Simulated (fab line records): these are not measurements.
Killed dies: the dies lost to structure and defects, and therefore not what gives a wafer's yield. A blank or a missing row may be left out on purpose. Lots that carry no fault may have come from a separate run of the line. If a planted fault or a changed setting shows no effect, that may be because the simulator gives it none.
fab line records	flow nand-harc
record: lots: 11	wafers: 33	last-day: 24
route steps=1159 shown P_ZERO_WELL@26 P_GATE@148 END@1159
lots untouched by any fault: they come from a run of this same line in which no faults occurred
start-h: hours from the record's first day to the start of the lot's first wafer shown	wait-h: hours elapsed since this lot's preceding step	" identical to the entry in the row above	L1.1+2: a single row standing in for several wafers	- either no value or no given start	* or withheld: withheld	< > ~ a bound
route shown NAME@n: a module of which the file shows steps, and the number in the route of the first	usual: mean and standard deviation over wafers with no fault	same: alike in all rows	chamber/n: place in a boat	sites: each site's reading	_std_site: their standard deviation	_edge_site: mean of outer sites minus mean of inner sites	radius-mm: for every site, how far away it sits from the centre of the wafer	mask NAME#n: copy n	behind: the most recent tool/chamber to have shaped the wafer	hold: why the lot went on hold/how many hours it stayed there/how the hold came to an end	device: names the non-switching transistor (n, p or np)	end of line: the route-end tests of the same wafers	step lacking rows: just its recipe	killed: dies lost to structure and defects at the first sort, not the wafer's yield	map: a wafer's dies, marking killed ones x, the rest . and places with no die _
set.NAME: setting as actually run; set.NAME@STEP: the setting as run at that earlier step	model.NAME: the simulator's own value behind a step, which no gauge read
steps of the route over a sample of lots; a table a step, a row a wafer
services: when a tool's chamber went out of use (start-h, in hours from the record's first day, below 0 if earlier), for how many hours, and the reason
== steps ==
step: NHARC_P_ZERO_WELL_EXPOSE_21
recipe: na: 0.6	target-cd-nm: 720	dose-mj: 22.31	mask-id: P_NWELL
usual: exposure-dose-mJ-cm2: 22.313/0.021
lot.wafer	tool	chamber	start-h	wait-h	mask	exposure-dose-mJ-cm2
L356.1	krf-scanner-01	0	26.31	-	P_NWELL#0	22.265
L356.4	"	0	"	"	P_NWELL#0	22.300
L356.6	"	0	"	"	P_NWELL#0	22.295
L359.3	krf-scanner-01	0	44.47	-	P_PWELL#0	22.320
L359.4	"	0	"	"	P_PWELL#0	22.323
L359.5	"	0	"	"	P_PWELL#0	22.336
L361.1	krf-scanner-03	0	56.32	-	P_NWELL#0	22.284
L361.4	"	0	"	"	P_NWELL#0	22.263
L361.5	"	0	"	"	P_NWELL#0	22.311
L365.2	krf-scanner-02	0	80.43	-	P_NWELL#0	22.314
L365.4	"	0	"	"	P_NWELL#0	22.349
L365.6	"	0	"	"	P_NWELL#0	22.332
L369.1	krf-scanner-02	0	104.69	-	P_NWELL#0	22.362
L369.4	"	0	"	"	P_NWELL#0	22.302
L369.5	"	0	"	"	P_NWELL#0	22.348
L370.1	krf-scanner-02	0	110.30	-	P_NWELL#0	22.312
L370.2	"	0	"	"	P_NWELL#0	22.301
L370.5	"	0	"	"	P_NWELL#0	22.315
L371.3	krf-scanner-02	0	116.40	-	P_NWELL#0	22.332
L371.4	"	0	"	"	P_NWELL#0	22.314
L371.5	"	0	"	"	P_NWELL#0	22.317
L373.3	krf-scanner-03	0	128.45	-	P_NWELL#0	22.301
L373.5	"	0	"	"	P_NWELL#0	22.337
L373.6	"	0	"	"	P_NWELL#0	22.339
L374.2	krf-scanner-02	0	134.50	-	P_NWELL#0	22.310
L374.3	"	0	"	"	P_NWELL#0	22.303
L374.4	"	0	"	"	P_NWELL#0	22.287
L375.3	krf-scanner-01	0	140.32	-	P_NWELL#0	22.372
L375.4	"	0	"	"	P_NWELL#0	22.364
L375.6	"	0	"	"	P_NWELL#0	22.339
L377.3	krf-scanner-01	0	152.44	-	P_NWELL#0	22.297
L377.5	"	0	"	"	P_NWELL#0	22.300
L377.6	"	0	"	"	P_NWELL#0	22.310
step: NHARC_P_ZERO_WELL_CD_MEAS_24
recipe: target-cd-nm: 720	landing-energy-ev: 500
usual: cd-nm: 720.7/2
same: landing-energy-ev: 500
lot.wafer	tool	chamber	start-h	wait-h	cd-nm
L356.1	cd-sem-03	0	26.47	-	718.8
L356.4	"	0	"	"	719.5
L356.6	"	0	"	"	719.9
L359.3	cd-sem-02	0	44.62	-	-
L359.4	"	0	"	"	-
L359.5	"	0	"	"	-
L361.1	cd-sem-01	0	56.49	-	720.2
L361.4	"	0	"	"	721.8
L361.5	"	0	"	"	719.0
L365.2	cd-sem-02	0	80.58	-	720.2
L365.4	"	0	"	"	721.2
L365.6	"	0	"	"	722.6
L369.1	cd-sem-03	0	104.85	-	720.9
L369.4	"	0	"	"	723.3
L369.5	"	0	"	"	721.3
L370.1	cd-sem-03	0	110.46	-	721.2
L370.2	"	0	"	"	720.3
L370.5	"	0	"	"	718.4
L371.3	cd-sem-03	0	116.55	-	719.7
L371.4	"	0	"	"	724.3
L371.5	"	0	"	"	720.3
L373.3	cd-sem-02	0	128.60	-	718.4
L373.5	"	0	"	"	721.6
L373.6	"	0	"	"	721.7
L374.2	cd-sem-03	0	134.66	-	717.3
L374.3	"	0	"	"	718.9
L374.4	"	0	"	"	722.5
L375.3	cd-sem-03	0	140.48	-	722.9
L375.4	"	0	"	"	718.7
L375.6	"	0	"	"	724.8
L377.3	cd-sem-03	0	152.60	-	723.1
L377.5	"	0	"	"	720.8
L377.6	"	0	"	"	720.4
step: NHARC_P_GATE_ETCH_114
recipe: target-depth-a: 300	overetch-a: 30	time-s: 16.5	ion-energy-ev: 100	cf4-flow-sccm: 80	o2-flow-sccm: 20	ar-flow-sccm: 0	rf-w: 300	bias-w: 100	chemistry: CF4/O2
usual: drypump-motor-current-A: 5.6/0.42	oes-product-au: 1.004/0.0073	rf-vpp-V: 198.2/1.5	showerhead-plenum-p-Torr: 1.36/0.053	throttle-valve-pct: 13.397/0.0091
lot.wafer	tool	chamber	start-h	wait-h	drypump-motor-current-A	oes-product-au	rf-hours-counter-h	rf-vpp-V	showerhead-plenum-p-Torr	throttle-valve-pct
L356.1	rie-diel-11	2	-	-	5.4	1.004	18	200.2	1.40	13.404
L356.4	"	0	"	"	5.1	1.009	13	195.4	1.27	13.402
L356.6	"	2	"	"	5.4	1.007	-	199.7	1.40	13.400
L361.1	rie-diel-06	0	-	-	5.7	1.000	21	197.2	1.26	13.389
L361.4	"	3	"	"	6.1	0.996	23	197.2	1.36	13.391
L361.5	"	1	"	"	6.0	0.992	-	198.1	1.31	13.400
L365.4	rie-diel-09	1	-	-	5.7	1.005	23	198.8	1.37	13.398
L365.2	"	2	"	"	6.2	1.005	21	199.1	1.37	13.403
L365.6	"	2	"	"	6.2	1.011	-	198.1	1.37	13.405
L369.4	rie-diel-11	1	-	-	5.7	1.009	30	198.3	1.39	13.384
L369.1	"	2	"	"	5.4	1.000	31	197.9	1.39	13.393
L369.5	"	1	"	"	5.7	1.004	-	198.7	1.39	13.395
L370.1	rie-diel-06	3	-	-	6.1	1.004	37	198.6	1.36	13.399
L370.2	"	0	"	"	5.6	1.006	42	195.6	1.25	13.392
L370.5	"	1	"	"	6.1	0.999	-	196.7	1.30	13.396
L371.3	rie-diel-09	3	-	-	6.3	1.017	34	198.2	1.37	13.401
L371.4	"	0	"	"	4.8	0.997	37	197.5	1.34	13.400
L371.5	"	3	"	"	6.3	1.003	-	198.6	1.36	13.392
L373.3	rie-diel-09	3	-	-	6.3	0.984	36	198.3	1.36	13.400
L373.6	"	0	"	"	4.8	1.007	-	196.7	1.34	13.410
L373.5	"	1	"	"	5.7	1.005	-	199.9	1.37	13.394
L374.2	rie-diel-11	2	-	-	5.4	1.001	3	199.0	1.39	13.396
L374.3	"	3	"	"	5.6	1.012	2	198.6	1.43	13.398
L374.4	"	0	"	"	5.1	0.996	2	195.0	1.26	13.403
L375.3	rie-diel-06	1	-	-	6.0	1.009	53	198.3	1.30	13.390
L375.4	"	2	"	"	5.0	1.007	54	198.6	1.37	13.399
L375.6	"	0	"	"	5.6	1.009	-	193.5	1.25	13.403
L377.3	rie-diel-09	0	-	-	4.8	1.006	51	197.9	1.33	13.401
L377.6	"	3	"	"	6.3	1.007	-	197.9	1.36	13.404
L377.5	"	0	"	"	4.8	1.013	-	197.6	1.33	13.401
step: NHARC_P_GATE_DESCUM_61
recipe: time-s: 3	o2-flow-sccm: 200	ar-flow-sccm: 0	bias-power-w: 0	chemistry: O2
usual: drypump-motor-current-A: 5.6/0.41	oes-product-au: 1.003/0.0083	rf-vpp-V: 57.9/0.87	showerhead-plenum-p-Torr: 1.94/0.083	throttle-valve-pct: 11.311/0.0096
lot.wafer	tool	chamber	start-h	wait-h	drypump-motor-current-A	oes-product-au	rf-hours-counter-h	rf-vpp-V	showerhead-plenum-p-Torr	throttle-valve-pct
L356.1	rie-diel-11	3	128.33	-	5.6	1.003	22	59.1	2.05	11.322
L356.4	"	0	"	"	5.1	1.020	17	56.7	1.81	11.306
L356.6	"	3	"	"	5.6	1.008	-	57.6	2.05	11.319
L361.4	rie-diel-11	3	149.66	-	5.6	1.004	26	58.2	2.05	11.316
L361.1	"	0	"	"	5.1	1.023	21	57.0	1.81	11.314
L361.5	"	1	"	"	5.7	1.004	-	57.8	2.00	11.304
L365.2	rie-diel-11	0	162.70	-	5.1	1.022	23	55.1	1.81	11.317
L365.4	"	1	"	"	5.7	0.995	27	58.5	2.00	11.301
L365.6	"	0	"	"	5.1	1.012	-	57.8	1.81	11.312
L369.1	rie-diel-11	2	198.86	-	5.4	0.996	0	57.6	2.00	11.316
L369.4	"	3	"	"	5.6	1.002	0	59.3	2.05	11.311
L369.5	"	2	"	"	5.4	1.006	-	59.5	2.00	11.311
L370.2	rie-diel-11	1	199.50	-	5.7	1.013	0	58.0	2.00	11.320
L370.1	"	2	"	"	5.4	0.994	0	58.0	2.00	11.317
L370.5	"	1	"	"	5.7	1.011	-	57.7	2.00	11.325
L371.3	rie-diel-06	3	206.28	-	6.1	1.010	42	57.5	1.95	11.294
L371.4	"	0	"	"	5.7	1.006	48	57.3	1.79	11.323
L371.5	"	3	"	"	6.1	1.008	-	57.8	1.95	11.311
L373.3	rie-diel-09	2	211.43	-	6.2	1.001	42	59.4	1.96	11.312
L373.6	"	3	"	"	6.4	0.990	-	58.8	1.96	11.310
L373.5	"	0	"	"	4.8	1.005	-	58.9	1.91	11.307
L374.2	rie-diel-09	3	226.34	-	6.3	1.001	47	58.6	1.95	11.338
L374.4	"	0	"	"	4.8	1.009	51	58.3	1.91	11.305
L374.3	"	1	"	"	5.7	1.007	51	57.1	1.95	11.316
L375.3	rie-diel-06	0	226.84	-	5.6	0.990	57	58.5	1.79	11.326
L375.4	"	2	"	"	5.0	1.001	58	58.9	1.97	11.326
L375.6	"	0	"	"	5.6	0.995	-	57.7	1.79	11.310
L377.3	rie-diel-11	1	241.73	-	5.7	1.001	7	58.0	2.00	11.323
L377.6	"	3	"	"	5.6	1.003	-	57.8	2.05	11.307
L377.5	"	0	"	"	5.1	1.016	-	57.5	1.81	11.306
step: NHARC_P_GATE_RTA_82
recipe: temp-c: 450	time-s: 30
usual: lamp-power-pct: 4.59/0.15	wafer_temp_C_max: 452.1/0.74
lot.wafer	tool	chamber	start-h	wait-h	lamp-power-pct	wafer_temp_C_max
L356.1	rtp-anneal-01	0	132.66	-	4.48	451.4
L356.4	"	0	"	"	4.48	452.0
L356.6	"	0	"	"	4.49	452.0
L361.1	rtp-anneal-01	0	154.09	-	4.47	451.3
L361.4	"	0	"	"	4.48	451.8
L361.5	"	0	"	"	4.48	451.1
L365.2	rtp-anneal-01	0	167.27	-	4.48	451.6
L365.4	"	0	"	"	4.48	451.3
L365.6	"	0	"	"	4.48	451.8
L369.1	rtp-anneal-01	0	203.16	-	4.47	451.2
L369.4	"	0	"	"	4.48	451.6
L369.5	"	0	"	"	4.48	450.8
L370.1	rtp-anneal-01	0	203.89	-	4.48	451.5
L370.2	"	0	"	"	4.48	451.4
L370.5	"	0	"	"	4.48	451.3
L371.3	rtp-anneal-02	0	210.76	-	4.81	453.2
L371.4	"	0	"	"	4.80	452.2
L371.5	"	0	"	"	4.81	453.9
L373.3	rtp-anneal-02	0	215.97	-	4.80	453.5
L373.5	"	0	"	"	4.80	452.0
L373.6	"	0	"	"	4.81	452.9
L374.2	rtp-anneal-01	0	230.86	-	4.48	451.3
L374.3	"	0	"	"	4.48	451.6
L374.4	"	0	"	"	4.49	451.7
L375.3	rtp-anneal-01	0	231.54	-	4.48	451.9
L375.4	"	0	"	"	4.48	451.9
L375.6	"	0	"	"	4.48	452.0
L377.3	rtp-anneal-01	0	246.46	-	4.48	451.7
L377.5	"	0	"	"	4.48	451.6
L377.6	"	0	"	"	4.48	452.3
step: NHARC_END_SORT_01
recipe: temp-c: 25
usual: killed-at-array: 26/11	killed-at-other: 0.6/1	killed-at-periphery: 3.1/2.1	killed-dies: 30/11	killed-open: 3.4/1.8	killed-short: 2.1/1.5
same: gross-dies: 677
lot.wafer	tool	chamber	start-h	wait-h	killed-at-array	killed-at-other	killed-at-periphery	killed-dies	killed-open	killed-short
L359.3	prober-02	0	466.75	3.1	15	0	662	677	3	3
L359.4	prober-02	0	467.55	3.4	24	2	651	677	6	1
L359.5	prober-02	0	468.35	3.7	22	0	655	677	2	2
killed by level:class
L359.3 P_ZERO_WELL:area-expose=658 A_SLIT:chamber-film-flake=7 A_CONTACT:geometric-particle:open=2 P_M1:chamber-film-flake=2 A_STAIRCASE:chamber-film-flake=2 P_M1:geometric-particle:short=1 A_CHANNEL_HOLE_D1:geometric-particle:open=1 A_CHANNEL_FILL_D1:geometric-particle:short=1
L359.4 P_ZERO_WELL:area-expose=643 A_SLIT:chamber-film-flake=12 P_BONDPAD:chamber-film-flake=4 A_CONTACT:geometric-particle:open=3 A_CHANNEL_HOLE_D1:chamber-film-flake=3 A_SGD_CUT:geometric-particle:open=2 P_ZERO_WELL:chamber-film-flake=2 A_CONTACT:chamber-film-flake=2
L359.5 P_ZERO_WELL:area-expose=650 A_SLIT:chamber-film-flake=9 A_CHANNEL_HOLE_D1:chamber-film-flake=5 P_ZERO_WELL:chamber-film-flake=3 A_CONTACT:chamber-film-flake=3 A_CHANNEL_HOLE_D1:geometric-particle:short=1 A_CHANNEL_HOLE_D1:geometric-particle:open=1 A_CHANNEL_FILL_D1:geometric-particle:short=1
== services ==
tool	chamber	start-h	hours	kind
rie-diel-09	3	7.42	2.6	repair
rie-diel-11	-	12.50	9.0	pm
krf-scanner-03	-	13.72	0.1	repair
krf-scanner-02	-	38.00	4.0	pm
rie-diel-11	1	39.34	4.9	repair
rie-diel-11	0	49.92	21.8	repair
rie-diel-06	-	64.20	9.0	pm
krf-scanner-01	-	67.12	0.4	repair
krf-scanner-01	-	74.48	9.6	repair
rie-diel-09	-	77.11	9.0	pm
krf-scanner-01	-	84.11	4.0	pm
rie-diel-06	0	101.13	2.3	repair
rie-diel-09	-	106.78	0.4	repair
rie-diel-09	-	139.59	0.7	repair
krf-scanner-03	-	146.13	9.5	repair
krf-scanner-02	-	152.48	0.2	repair
rie-diel-06	3	166.94	16.7	repair
krf-scanner-03	-	168.02	4.0	pm
rie-diel-11	-	189.50	9.0	pm
krf-scanner-02	-	210.00	4.0	pm
rie-diel-11	-	210.24	0.9	repair
rie-diel-09	-	214.98	1.6	repair
rie-diel-09	-	240.67	0.8	repair
rie-diel-06	-	242.47	9.0	pm
== key ==
first-sign: step: NHARC_P_ZERO_WELL_EXPOSE_21	reading: mask	direction: changed
effect: step: NHARC_P_ZERO_WELL_CD_MEAS_24	reading: cd-nm	direction: missing
effect: step: NHARC_END_SORT_01	reading: killed-at-periphery	direction: up	sigmas: 99+	usual: 3.1	struck: 656
more-kills-born-at: NHARC_P_ZERO_WELL_EXPOSE_21@krf-scanner-01: 1951
met-at NHARC_P_ZERO_WELL_EXPOSE_21
struck-lots L359
later-rows-left-out L359.3,L359.4,L359.5
tester-left-out L359
not-acting-at NHARC_P_GATE_ETCH_114,NHARC_P_GATE_DESCUM_61,NHARC_P_GATE_RTA_82
onset-between 26.31 44.47
fault: kind: wrong-mask	tool: any	chamber: -	onset-h: 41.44	steps: NHARC_P_ZERO_WELL_EXPOSE_21	aux-copy: P_PWELL#0	scope: struck-lots-only
tester-left-out: of these lots the tester's yield and bins aren't shown, on N5 and GAA mostly nor the transistor test; their killed dies are dies lost to structure and defects alone, not to doping, threshold or leakage, so they don't give the yield
later-rows-left-out: the simulator's readings of these wafers behind a module that went badly wrong aren't trusted and aren't shown, but for the sort
